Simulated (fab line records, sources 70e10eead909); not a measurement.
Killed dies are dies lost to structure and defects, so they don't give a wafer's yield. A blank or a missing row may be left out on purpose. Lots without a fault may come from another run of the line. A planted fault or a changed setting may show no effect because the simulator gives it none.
Chamber matching | flow nand_harc | NHARC_A_BLC_STRIP_29 on rie_diel-01: 4 sister chambers
The step strips in CF4. 20 wafers are shown with their chamber, then 10 later ones without.

WAFERS WITH THEIR CHAMBER
wafer  | chamber | drypump_motor_current_A (A) | showerhead_plenum_p_Torr (Torr) | oes_product_au (a.u.)
L075.1 | 1       | 6.6                         | 1.75                            | 1.004
L075.2 | 3       | 5.9                         | 1.69                            | 1.011
L075.6 | 0       | 5.3                         | 1.67                            | 1.019
L078.1 | 1       | 6.6                         | 1.75                            | 1.017
L078.2 | 2       | 5.0                         | 1.72                            | 0.997
L078.5 | 1       | 6.6                         | 1.75                            | 1.002
L079.3 | 3       | 5.9                         | 1.69                            | 1.000
L079.5 | 0       | 5.3                         | 1.66                            | 1.014
L079.6 | 3       | 5.9                         | 1.69                            | 0.985
L085.1 | 3       | 5.9                         | 1.69                            | 1.001
L085.5 | 3       | 5.9                         | 1.69                            | 0.990
L085.6 | 2       | 5.1                         | 1.72                            | 0.984
L081.1 | 0       | 5.3                         | 1.66                            | 1.018
L081.2 | 2       | 5.1                         | 1.72                            | 0.999
L081.5 | 0       | 5.3                         | 1.66                            | 1.017
L084.1 | 3       | 5.9                         | 1.69                            | 1.011
L084.4 | 0       | 5.3                         | 1.66                            | 1.007
L084.5 | 3       | 5.9                         | 1.69                            | 0.993
L090.2 | 2       | 5.0                         | 1.72                            | 0.999
L090.4 | 1       | 6.6                         | 1.74                            | 1.006

SIGNATURES (means of the wafers above)
reading                  | chamber 0 | chamber 1 | chamber 2 | chamber 3 | scatter within a chamber
drypump_motor_current_A  | 5.300     | 6.600     | 5.050     | 5.900     | 0.025
showerhead_plenum_p_Torr | 1.6620    | 1.7475    | 1.7200    | 1.6900    | 0.00311
oes_product_au           | 1.01500   | 1.00725   | 0.99475   | 0.99871   | 0.00787
Rule: a wafer's distance from a chamber is the root of the sum, over the readings, of the square of ((its reading less the chamber's mean) divided by the reading's scatter). The wafer belongs to the nearest chamber; if the next one is less than 2 further off, it can't be placed. The scatter: the root of (the sum of the squares of (reading less its chamber's mean) over the shown wafers, divided by (wafers less chambers)).

WAFERS WITHOUT THEIR CHAMBER
wafer  | drypump_motor_current_A (A) | showerhead_plenum_p_Torr (Torr) | oes_product_au (a.u.)
L090.6 | 5.3                         | 1.66                            | 1.013
L095.3 | 6.6                         | 1.74                            | 0.997
L095.5 | 6.6                         | 1.74                            | 0.992
L095.6 | 5.1                         | 1.72                            | 0.989
L094.3 | 5.3                         | 1.66                            | 1.012
L094.4 | 5.0                         | 1.72                            | 1.005
L094.6 | 5.9                         | 1.69                            | 0.992
L096.1 | 5.9                         | 1.69                            | 1.011
L096.4 | 5.1                         | 1.72                            | 0.994
L096.6 | 5.1                         | 1.71                            | 0.994

WHICH CHAMBER EACH WENT THROUGH
wafer  | from the rows above | in truth
L090.6 | 0                   | 0
L095.3 | 1                   | 1
L095.5 | 1                   | 1
L095.6 | 2                   | 2
L094.3 | 0                   | 0
L094.4 | 2                   | 2
L094.6 | 3                   | 3
L096.1 | 3                   | 3
L096.4 | 2                   | 2
L096.6 | 2                   | 2
Placed correctly: 10 of 10. Can't be placed from these rows: 0. Placed wrongly: 0.
